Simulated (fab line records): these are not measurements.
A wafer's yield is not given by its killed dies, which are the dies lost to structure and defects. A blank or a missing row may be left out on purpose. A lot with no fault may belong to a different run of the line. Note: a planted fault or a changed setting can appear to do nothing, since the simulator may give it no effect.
Struck lot and sound lot, side by side    flow n5-finfet    37 out of 1938 route steps
Sound: wafers L294.1, L294.5, L294.6. Wafers L300.1, L300.2, L300.5 were the ones struck. The cause is named last.
Each step with rows lists, per side, the tool, then ch with its chambers, then its first start. Under that, the readings that differ: sound wafers    struck wafers    difference of the means    sigmas: that difference in standard deviations of wafers without a fault.
alike: readings whose means differ by less than 2 such deviations, and words and numbers that are the same on both sides. not compared: withheld readings, readings that some wafer has no value for, bounds like >300 that may hide the same value, and numbers for which the record gives no deviation and whose values overlap.
Wherever a step has rows on one side only, a row that says differs or no value, or a row with sigmas, the two part there. When numbers do not overlap yet have no deviation, they are printed without sigmas and do not part them. A reading that every wafer of one side lacks parts them only if that side has two wafers or more.

first, 9 steps without rows for these wafers: N5_BEOL_M4_ANNEAL_95 (time 240 s); N5_BEOL_M4_SPUTTER_96 (material Cu, target thk 4.5 nm, time 8.29 s); N5_BEOL_M4_ECD_50 (material Cu, target thk 300 nm); N5_BEOL_M4_ANNEAL_51 (time 90 s); N5_BEOL_M4_CMP_52 (polishes, stops on SiOC, t overpolish 6.8 s, target thk 40 nm); N5_BEOL_M4_PRE_CLEAN_60 (time 15 s); N5_BEOL_M4_CO_CAP_55 (material Co, precursor CCTBA/H2, target thk 2 nm, time 102.1 s); N5_BEOL_M4_PRE_CLEAN_56 (time 15 s); N5_BEOL_M4_DEP_57 (deposits SiCN from 3MS/NH3, target thk 8 nm, time 14 s).
N5_BEOL_M4_RC_MEAS_101:
  sound on prober-01 ch 0, day 9 19:44; struck on prober-02 ch 0, day 11 01:24
reading        sound        struck       difference  sigmas
ION_N (uA/um)  677 679 686  655 660 668  -20         -2
  alike: DIBL_N, DIBL_P, IOFF_N, IOFF_P, ION_P, SS_N, SS_P, VT_N, VT_P
then, 24 steps without rows for these wafers: N5_BEOL_M5_ILD_DEP_00 (deposits SiCOH lowk from DEMS/porogen, target thk 140.64 nm, time 25.9 s); N5_BEOL_M5_CURE_79 (cures SiCOH lowk, time 240 s); N5_BEOL_M5_PECVD_70 (deposits SiO2 from TEOS/O2, target thk 16 nm, time 18 s); N5_BEOL_M5_HM_DEP_02 (deposits TiN, target thk 20 nm); N5_BEOL_M5_COAT_59 (time 60 s, resist thk 60 nm); N5_BEOL_M5_COAT_60 (time 60 s, resist thk 12 nm); N5_BEOL_M5_COAT_71 (time 60 s, resist thk 5 nm); N5_BEOL_M5_COAT_05 (resist thk 30 nm); N5_BEOL_M5_EBR_07; N5_BEOL_M5_SOFTBAKE_06 (time 60 s); N5_BEOL_M5_EXPOSE_08 (exposes mask M5, target cd 28 nm); N5_BEOL_M5_PEB_09 (peb time 60 s); N5_BEOL_M5_DEVELOP_10 (develop time 30 s); N5_BEOL_M5_DESCUM_16 (chemistry O2, time 7 s); N5_BEOL_M5_ETCH_72 (etches underlayer in N2/H2, target depth 6.5 nm, time 5.2 s); N5_BEOL_M5_ETCH_61 (etches SiARC in CF4, target depth 15.6 nm, time 26 s); N5_BEOL_M5_ETCH_62 (etches SOC in N2/H2, target depth 75 nm, overetch 15 nm, time 112.5 s); N5_BEOL_M5_STRIP_63 (strips in N2/H2); N5_BEOL_M5_STRIP_73 (strips in N2/H2); N5_BEOL_M5_STRIP_64 (strips in CF4); N5_BEOL_M5_HM_OPEN_17 (chemistry Cl2/BCl3, target TiN, target depth 20 nm, overetch 6 nm); N5_BEOL_M5_STRIP_19 (strips in O2); N5_BEOL_M5_COAT_65 (time 60 s, resist thk 60 nm); N5_BEOL_M5_COAT_66 (time 60 s, resist thk 12 nm).
N5_BEOL_M9_ANNEAL_51: time 90 s.
  sound on rtp-anneal-01 ch 0, day 11 15:10; struck on rtp-anneal-01, day 13 00:29
  no value came back on the struck wafers for anneal-temp-c (C), anneal-temp-c-max, time-s (s), wafer_temp_C_max; on the sound wafers anneal-temp-c (C) reads 224.96 225.11 225.03
N5_BEOL_M9_CMP_52: polishes, stops on SiCOH lowk, t overpolish 7 s, target thk 140 nm.
  sound on cmp-01 ch 2,3, day 11 15:31; struck on cmp-01 ch 0,3, day 13 00:47
reading                       sound           struck          difference  sigmas
barrier-field-endpoint-s (s)  28.8 28.8 29.0  33.5 34.0 33.9  +4.9        +8
time-to-endpoint-s (s)        68.4 68.4 65.7  86.2 86.7 86.0  +18.8       +8
  alike: motor-current-A, overpolish-run-s, slurry-flow-ml-min
-- here the record skips 2 days between the struck wafers' starts before and after, leaving off in module BEOL_M9 and picking up in module PASSIVATION (first step shown: number 1936 of the route) --
N5_PASSIVATION_PROBE_49:
  the record has rows for the struck wafers here (prober-02, day 15 05:38) and none for the sound ones

## WHERE THEY PART
Earliest at N5_BEOL_M4_RC_MEAS_101; latest, in this record, at N5_PASSIVATION_PROBE_49.

WHY: what the simulator had put in
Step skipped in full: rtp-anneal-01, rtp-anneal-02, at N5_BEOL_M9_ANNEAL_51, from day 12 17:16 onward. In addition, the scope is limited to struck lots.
